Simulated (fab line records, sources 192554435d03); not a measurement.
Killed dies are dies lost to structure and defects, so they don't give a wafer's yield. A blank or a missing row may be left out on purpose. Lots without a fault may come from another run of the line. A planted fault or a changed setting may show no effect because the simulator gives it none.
fab line records | flow n5_finfet
record lots=11 wafers=33 last_day=20
route steps=1938 shown HKMG_FIN@447
lots that met no fault: from a run of the same line without faults
start_h: hours from the record's first day to the start of the lot's first wafer shown | wait_h: hours since the lot's step before | " the same as in the row above | L1.1+2: a row that stands for several wafers | - no value, or no start given | * or withheld: withheld | < > ~ a bound
route shown NAME@n: a module of which the file shows steps, and the number in the route of the first | usual: mean/standard deviation of fault-free wafers | same: alike in all rows | chamber/n: place in a boat | sites: the reading at each site | _std_site: their standard deviation | _edge_site: outer sites' mean less inner sites' | radius_mm: how far each site lies from the wafer's centre | mask NAME#n: copy n | behind: the tool/chamber that last shaped the wafer | hold: why the lot was held/for how many hours/how that ended | device: the transistor (n, p or np) that didn't switch | end of line: the same wafers' tests at the end of the route | a step without rows: its recipe alone | killed: dies lost to structure and defects at the first sort, not the wafer's yield | map: a wafer's dies, x killed, . not, _ none there
set.NAME: the setting as run; set.NAME@STEP: as run at that earlier step | model.NAME: the simulator's own value behind a step, which no gauge read
steps of the route over a sample of lots; a table a step, a row a wafer
services: from which hour (start_h, from the record's first day; less than 0 if before it) a tool's chamber was out of use, for how many hours, and why
## steps
# step N5_HKMG_FIN_STRIP_88
# recipe chemistry=N2/H2 power_w=2500 temp_c=300 h2_frac=0.65 time_s=360 pressure_mtorr=withheld n2_flow_sccm=1750 h2_flow_sccm=3250
# usual drypump_motor_current_A=5.24/0.2 heater_power_w=480/28 temp_c=299.96/0.21
# columns lot.wafer tool chamber start_h wait_h drypump_motor_current_A heater_power_w rf_hours_counter_h temp_c
L943.1 plasma_asher-01 0 87.40 0.0 5.38 479 90 300.18
L943.4 " 1 " " 4.91 438 - 299.66
L943.6 " 1 " " 4.91 448 - 299.82
L944.1 plasma_asher-02 0 98.09 0.0 5.38 485 40 299.70
L944.2 " 1 " " 5.33 517 40 300.11
L944.5 " 1 " " 5.34 513 - 300.10
L945.1 plasma_asher-02 1 101.20 0.0 5.30 514 41 299.80
L945.3 " 1 " " 5.32 509 - 300.10
L945.4 " 0 " " 5.42 487 - 300.14
L946.1 plasma_asher-01 0 107.31 0.0 5.34 469 93 299.91
L946.2 " 1 " " 4.91 449 93 300.22
L946.6 " 1 " " 4.89 432 - 300.03
L948.1 plasma_asher-02 0 117.94 0.0 5.38 491 45 300.16
L948.3 " 0 " " 5.37 487 - 300.32
L948.4 " 1 " " 5.32 509 - 300.02
L950.1 plasma_asher-01 1 131.06 0.0 4.91 446 97 300.22
L950.5 " 1 " " 4.89 448 - 300.23
L950.6 " 0 " " 5.34 474 - 299.80
L953.2 plasma_asher-02 0 166.25 0.0 5.38 488 51 299.91
L953.3 " 0 " " 5.41 497 - 299.87
L953.6 " 1 " " 5.33 528 - 299.96
L959.2 plasma_asher-01 1 194.00 0.0 4.90 430 108 300.08
L959.3 " 0 " " 5.36 480 - 299.50
L959.4 " 1 " " 4.90 438 - 300.31
L962.1 plasma_asher-02 0 214.13 0.0 5.39 495 61 299.82
L962.4 " 0 " " 5.39 489 - 299.85
L962.6 " 0 " " 5.40 484 - 299.73
L964.1 plasma_asher-01 0 216.72 0.0 5.29 484 114 299.81
L964.2 " 1 " " 4.90 445 114 299.98
L964.6 " 1 " " 4.91 432 - 299.57
L963.1 plasma_asher-01 0 220.27 0.0 5.33 482 115 300.17
L963.3 " 1 " " 4.89 450 - 299.84
L963.6 " 0 " " 5.32 475 - 300.17
# step N5_HKMG_FIN_ALD_71
# recipe material=TiN target_thk_a=10 temp_c=400 ald_precursor_family=TiCl4 ald_co_reactant=NH3 pulse_time_s=1 purge_time_s=3 co_reactant_purge_time_s=2 co_reactant_pulse_time_s=2 ald_cycles=47 pressure_torr=3
# usual heater_power_w=899/61 precursor_pulse_height_rel=0.999/0.021
# same ald_cycles=47
# columns lot.wafer tool chamber start_h wait_h heater_power_w precursor_pulse_height_rel
L943.1 ald_metal-02 1 87.88 0.0 925 1.009
L943.4 " 0 " " 909 1.016
L943.6 " 2 " " 854 0.994
L944.1 ald_metal-02 0 98.57 0.0 922 1.003
L944.2 " 3 " " 975 1.035
L944.5 " 0 " " 891 0.991
L945.1 ald_metal-02 2 101.68 0.0 856 1.003
L945.3 " 0 " " 915 0.992
L945.4 " 3 " " 981 0.968
L946.1 ald_metal-01 1 107.79 0.0 808 1.016
L946.2 " 3 " " 962 0.989
L946.6 " 1 " " 822 1.049
L948.1 ald_metal-03 0 118.42 0.0 856 0.988
L948.3 " 3 " " 903 0.974
L948.4 " 1 " " 777 0.990
L950.1 ald_metal-01 2 131.55 0.0 822 1.006
L950.5 " 1 " " 824 0.976
L950.6 " 0 " " 943 0.994
L953.2 ald_metal-02 0 166.73 0.0 880 0.987
L953.3 " 2 " " 876 0.990
L953.6 " 0 " " 937 0.991
L959.2 ald_metal-01 3 194.48 0.0 947 0.976
L959.3 " 0 " " 959 1.010
L959.4 " 2 " " 810 1.006
L962.1 ald_metal-01 0 214.61 0.0 972 0.986
L962.4 " 1 " " 846 1.020
L962.6 " 1 " " 827 0.961
L964.1 ald_metal-02 3 217.26 0.0 967 1.001
L964.2 " 0 " " 922 1.017
L964.6 " 0 " " 919 1.000
L963.1 ald_metal-02 3 220.76 0.0 959 0.990
L963.3 " 0 " " 925 1.006
L963.6 " 0 " " 912 0.993
# step N5_HKMG_FIN_ETCH_67
# recipe chemistry=N2/H2 target=SOC target_depth_a=3889 stop_on=TiN ion_energy_ev=100 bias_w=61 pressure_mtorr=30 source_w=850 n2_flow_sccm=200 h2_flow_sccm=200
# usual drypump_motor_current_A=5.7/0.44 oes_product_au=0.74/0.064 rf_vpp_V=241.0/1 showerhead_plenum_p_Torr=2.57/0.047 throttle_valve_pct=17.83/0.19
# columns lot.wafer tool chamber start_h wait_h drypump_motor_current_A oes_product_au rf_hours_counter_h rf_vpp_V showerhead_plenum_p_Torr throttle_valve_pct
L943.1 rie_diel-05 0 88.22 - 6.1 0.78 101 241.1 2.56 17.77
L943.4 " 3 " " 5.5 0.76 142 242.0 2.66 17.71
L943.6 " 1 " " 6.3 0.91 - 239.3 2.49 17.35
L944.1 rie_diel-02 0 98.91 - 6.2 0.90 34 242.4 2.59 17.63
L944.2 " 3 " " 5.8 0.72 202 241.5 2.63 18.00
L944.5 " 0 " " 6.2 0.88 - 240.4 2.58 17.64
L945.1 rie_diel-02 2 102.21 - 4.9 0.76 135 242.4 2.55 18.06
L945.3 " 1 " " 5.7 0.76 148 241.4 2.55 17.89
L945.4 " 3 " " 5.8 0.71 203 241.5 2.63 17.99
L946.1 rie_diel-02 1 108.13 - 5.7 0.75 150 241.3 2.55 17.91
L946.2 " 2 " " 4.9 0.76 137 240.8 2.55 18.06
L946.6 " 1 " " 5.7 0.75 - 239.8 2.55 17.91
L948.1 rie_diel-05 2 118.76 - 5.7 0.73 179 241.6 2.53 17.62
L948.3 " 1 " " 6.3 0.88 22 239.4 2.49 17.37
L948.4 " 3 " " 5.5 0.75 149 242.2 2.65 17.74
L950.1 rie_diel-02 1 131.89 - 5.7 0.75 157 240.5 2.55 17.91
L950.5 " 2 " " 4.9 0.75 - 239.5 2.54 18.07
L950.6 " 1 " " 5.7 0.74 - 240.5 2.55 17.89
L953.2 rie_diel-04 0 167.09 - 6.0 0.68 218 239.8 2.52 17.77
L953.3 " 2 " " 6.2 0.74 179 240.1 2.53 17.78
L953.6 " 0 " " 6.0 0.68 - 240.5 2.52 17.78
L959.2 rie_diel-02 1 194.82 - 5.7 0.72 181 240.2 2.54 17.94
L959.3 " 0 " " 6.2 0.84 65 240.3 2.57 17.69
L959.4 " 3 " " 5.8 0.69 231 243.4 2.62 18.02
L962.1 rie_diel-02 3 215.00 - 5.8 0.69 238 242.1 2.61 18.06
L962.4 " 2 " " 4.9 0.72 174 240.3 2.53 18.13
L962.6 " 1 " " 5.7 0.71 - 240.6 2.53 17.94
L964.1 rie_diel-04 1 217.61 - 5.4 0.69 223 240.2 2.62 17.81
L964.2 " 0 " " 6.0 0.66 239 240.3 2.51 17.81
L964.6 " 3 " " 5.4 0.66 - 241.2 2.61 18.04
L963.1 rie_diel-04 2 221.10 - 6.3 0.72 199 239.7 2.52 17.80
L963.3 " 3 " " 5.3 0.66 232 240.4 2.61 18.03
L963.6 " 3 " " 5.4 0.66 - 241.4 2.61 18.05
# step N5_HKMG_FIN_CMP_94
# recipe stop_on=SiNx post_cmp_clean=w_dilute_nh4oh t_overpolish_s=4.7 down_force_psi=4 platen_rpm=50.289 pad_velocity_m_s=1.0006 target_thk_nm=43.299
# usual head_pressure_psi=4.000/0.0088 motor_current_A=12.4/1.3
# columns lot.wafer tool chamber start_h wait_h head_pressure_psi motor_current_A
L943.4 cmp-02 0 90.10 0.4 4.012 14.9
L943.1 " 1 " " 3.997 10.2
L943.6 " 1 " " 4.001 10.6
L944.2 cmp-03 3 100.82 0.3 4.018 13.3
L944.1 " 1 " " 4.006 12.7
L944.5 " 2 " " 4.002 13.4
L945.4 cmp-01 2 104.09 0.4 3.999 13.0
L945.1 " 0 " " 3.992 11.3
L945.3 " 1 " " 4.005 12.2
L946.1 cmp-01 0 110.09 0.3 3.998 11.0
L946.2 " 1 " " 4.014 12.7
L946.6 " 0 " " 3.997 11.0
L948.1 cmp-03 1 120.55 0.4 3.992 11.8
L948.3 " 3 " " 4.004 13.1
L948.4 " 0 " " 4.015 12.4
L950.1 cmp-02 2 133.76 0.3 4.015 15.2
L950.6 " 1 " " 4.006 10.3
L950.5 " 2 " " 4.009 13.6
L953.3 cmp-01 1 168.88 0.3 3.999 12.2
L953.2 " 3 " " 3.994 12.3
L953.6 " 0 " " 3.989 11.0
L959.3 cmp-03 1 196.58 0.4 3.735 12.5
L959.2 " 3 " " 3.719 12.5
L959.4 " 0 " " 3.728 11.0
L962.4 cmp-03 0 216.81 0.3 3.736 10.9
L962.1 " 1 " " 3.725 12.3
L962.6 " 3 " " 3.733 12.6
L964.1 cmp-02 0 219.36 0.4 3.999 15.3
L964.2 " 2 " " 3.999 14.2
L964.6 " 1 " " 4.012 10.1
L963.3 cmp-02 0 222.89 0.3 4.008 14.8
L963.1 " 1 " " 3.999 10.6
L963.6 " 0 " " 3.986 15.0
## services
# columns tool chamber start_h hours kind
ald_metal-01 1 65.44 18.7 repair
rie_diel-02 - 71.96 1.9 repair
cmp-01 - 73.26 3.4 repair
cmp-02 - 75.15 0.4 repair
ald_metal-01 - 80.07 8.7 pm
cmp-01 - 84.22 0.6 repair
cmp-02 - 85.64 1.9 repair
rie_diel-02 - 91.19 4.7 repair
cmp-01 - 95.81 1.8 repair
cmp-03 - 111.54 5.5 pm
cmp-03 - 117.19 1.3 repair
plasma_asher-01 - 117.74 3.1 repair
cmp-02 - 126.43 1.0 repair
cmp-03 - 137.22 3.4 repair
rie_diel-04 1 137.43 26.9 repair
plasma_asher-02 - 150.58 0.7 repair
cmp-02 - 151.32 1.7 repair
cmp-02 - 182.48 4.0 pm
rie_diel-02 - 187.57 0.5 repair
cmp-03 - 189.93 0.7 repair
cmp-02 - 198.37 3.8 pm
ald_metal-02 - 198.58 0.5 repair
ald_metal-02 2 200.19 24.2 repair
rie_diel-02 1 217.15 5.2 repair
## key
first_sign step=N5_HKMG_FIN_CMP_94 reading=head_pressure_psi direction=down sigmas=31 usual=4.000 struck=3.729
effect none on later readings
met_at N5_HKMG_FIN_CMP_94
struck_lots L959,L962
tester_left_out L959,L962
not_acting_at N5_HKMG_FIN_STRIP_88,N5_HKMG_FIN_ALD_71,N5_HKMG_FIN_ETCH_67
onset_between 120.55 196.58
fault kind=process_parameter_drift tool=cmp-03 chamber=- onset_h=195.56 steps=N5_HKMG_FIN_CMP_94 channel=down_force_psi offset=-0.27943 shape=step end_h=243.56 acts_in=these_recipes_only stated=4
# tester_left_out: of these lots the tester's yield and bins aren't shown, on N5 and GAA mostly nor the transistor test; their killed dies are dies lost to structure and defects alone, not to doping, threshold or leakage, so they don't give the yield
